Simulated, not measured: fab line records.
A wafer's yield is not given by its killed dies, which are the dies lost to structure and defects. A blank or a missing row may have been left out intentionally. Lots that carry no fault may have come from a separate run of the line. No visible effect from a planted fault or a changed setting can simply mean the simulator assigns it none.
A struck lot beside a sound one -- flow n5-finfet -- 21 out of 1938 route steps
Sound: these wafers, L511.1, L511.3, L511.6. Struck: wafers L498.2, L498.5, L498.6. At the end, the cause is stated.
Each step with rows lists, per side, the tool, then ch with its chambers, then its first start. Under that, the readings that differ: sound wafers -- struck wafers -- difference of the means -- sigmas: that difference in standard deviations of wafers without a fault.
alike: same words and numbers on both sides, and readings whose means sit less than 2 such deviations apart. not compared: any withheld reading, any reading some wafer has no value for, any bound like >300 that may hide the same value, and any number with overlapping values for which the record gives no deviation.
The two part at a step that has a row with sigmas, a row that says differs or no value, or rows on one side only. Non-overlapping numbers with no deviation appear without sigmas and do not part them. A reading that every wafer of one side lacks parts them only if that side has two wafers or more.

first, 11 steps without rows for these wafers: N5_FIN_SAQP_SPACER1_ETCHBACK_25 (etches SiO2 in CHF3/O2, target depth 24.4 nm, time 12.2 s); N5_FIN_SAQP_MANDREL1_REMOVE_56 (chemistry HBr/Cl2/O2, target a-Si, stops on SiNx, bt time 10 s); N5_FIN_SAQP_ETCH_57 (etches SiNx in CH3F/O2, target depth 32.5 nm, time 46.4 s); N5_FIN_SAQP_ETCH_65 (etches SiO2 in CF4, target depth 4 nm, time 4.4 s); N5_FIN_SAQP_MANDREL_ETCH_58 (etches a-Si in HBr/Cl2, stops on SiNx, target depth 45 nm, bt time 10 s, time 27 s); N5_FIN_SAQP_RECESS_63 (chemistry HF/NH3, target SiO2, target depth 18 nm, afs cycles 3, sublimation time 60 s); N5_FIN_SAQP_COAT_68 (time 60 s, resist thk 100 nm); N5_FIN_SAQP_ETCH_69 (etches SOC in N2/H2, stops on SiNx, target depth 150 nm); N5_FIN_SAQP_ETCH_67 (etches SiNx in CH3F/O2, target depth 30 nm); N5_FIN_SAQP_STRIP_70 (strips in N2/H2); N5_FIN_SAQP_RECESS_71 (chemistry HF/NH3, target SiO2, target depth 3 nm, afs cycles 1, sublimation time 60 s).
N5_FIN_SAQP_SPACER2_ALD_28: deposits SiO2, target thk 8.1 nm, pulse time 1 s, purge time 2 s.
  sound on ald-sin-02 ch 0,2,3, day 6 20:53; struck on ald-sin-03 ch 0,1,2, day 3 17:47
reading,sound,struck,difference,sigmas
susceptor-temp-C (C),299.95 299.70 300.04,286.03 285.68 285.74,-14.08,-83
model.SiO2_of_FIN_SAQP_SPACER2_ALD_28.thk-nm (nm),8 8.2 8.2,8.6 8.6 8.6,+0.5,
  alike: heater-power-outer-w, heater-power-w, precursor-pulse-height-rel
  not compared: since-wet-clean-h
then, 1 step without rows for these wafers: N5_FIN_SAQP_SPACER2_ETCHBACK_29 (etches SiO2 in CHF3/O2, target depth 12.2 nm, time 6.1 s).
N5_FIN_SAQP_MANDREL2_REMOVE_60: chemistry HBr/Cl2/O2, target a-Si, stops on SiNx, bt time 10 s.
  sound on rie-si-01 ch 0,2, day 6 21:19; struck on rie-si-06 ch 0,1,3, day 3 18:13
reading,sound,struck,difference,sigmas
model.FIN_SAQP.cd-nm (nm),8 8 8,8.4 8.4 8.6,+0.5,
  alike: O2_flow_sccm, drypump-motor-current-A, oes-product-au, throttle-valve-pct
  not compared: rf-hours-counter-h
then, 4 steps without rows for these wafers: N5_FIN_SAQP_HM_OPEN_33 (chemistry CH3F/O2, target SiNx, target depth 49.4 nm, time 70.6 s); N5_FIN_SAQP_ETCH_34 (etches SiO2 in C4F6/O2, target depth 45 nm, time 15 s); N5_FIN_SAQP_STRIP_77 (strips in N2/H2, time 90 s); N5_FIN_SAQP_ETCH_64 (etches SiO2 in CF4, target depth 1.5 nm).
N5_FIN_SAQP_FIN_ETCH_36: etches the open film in HBr/Cl2/O2, target depth 120 nm, time 50.4 s.
  sound on rie-si-06 ch 0,1,2, day 6 21:45; struck on rie-si-03 ch 0,1, day 3 18:39
reading,sound,struck,difference,sigmas
model.FIN_SAQP.cd-nm (nm),8 8 7.8,8.4 8.4 8.6,+0.5,
  alike: O2_flow_sccm, drypump-motor-current-A, oes-product-au, throttle-valve-pct
  not compared: rf-hours-counter-h
-- here the record skips 7 days between the struck wafers' starts before and after, leaving off in module FIN_SAQP and picking up in module BEOL_M4 (first step shown: number 1111 of the route) --
N5_BEOL_M4_RC_MEAS_101:
  sound on prober-01 ch 0, day 12 20:19; struck on prober-01 ch 0, day 10 13:51
reading,sound,struck,difference,sigmas
DIBL_N (mV/V),34.4 35.2 35.4,39.8 37.3 41.2,+4.4,+2
DIBL_P (mV/V),34.3 34.1 34.5,40.5 37.2 41.5,+5.4,+3
IOFF_N (nA/um),0.12 0.13 0.12,0.23 0.18 0.27,+0.10,+3
IOFF_P (nA/um),0.17 0.16 0.17,0.29 0.23 0.33,+0.12,+3
ION_N (uA/um),670 652 648,689 698 689,+35,+3
ION_P (uA/um),462 453 450,470 477 473,+18,+2
VT_N (mV),252 254 254,245 246 240,-10,-3
VT_P (mV),-252.8 -252.9 -254.7,-245.4 -248.0 -244.3,+7.6,+3
  alike: SS_N, SS_P
-- here the record skips 4 days between the struck wafers' starts before and after, leaving off in module BEOL_M4 and picking up in module PASSIVATION (first step shown: number 1936 of the route) --
N5_PASSIVATION_PROBE_49:
  sound on prober-01, day 17 16:04; struck on prober-02, day 15 01:05
reading,sound,struck,difference,sigmas
sort_bin_4_leakage (%),0 0 0,0 0 0.17,+0,+4
  alike: defect-limited-yield, killed_at_M0_to_M3, killed_at_M4_up, killed-at-contacts, killed-at-front-end, killed-at-other, killed-dies, killed-open, killed-short, sort_bin_5_function, sort_bin_6_memory, sort-n-pass, sort-yield-pct

== WHERE THEY PART ==
First at N5_FIN_SAQP_SPACER2_ALD_28; last, within this record, at N5_PASSIVATION_PROBE_49.

WHY: what had been put in by the simulator
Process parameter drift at N5_FIN_SAQP_SPACER2_ALD_28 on ald-sin-03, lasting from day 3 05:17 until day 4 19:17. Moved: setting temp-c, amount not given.
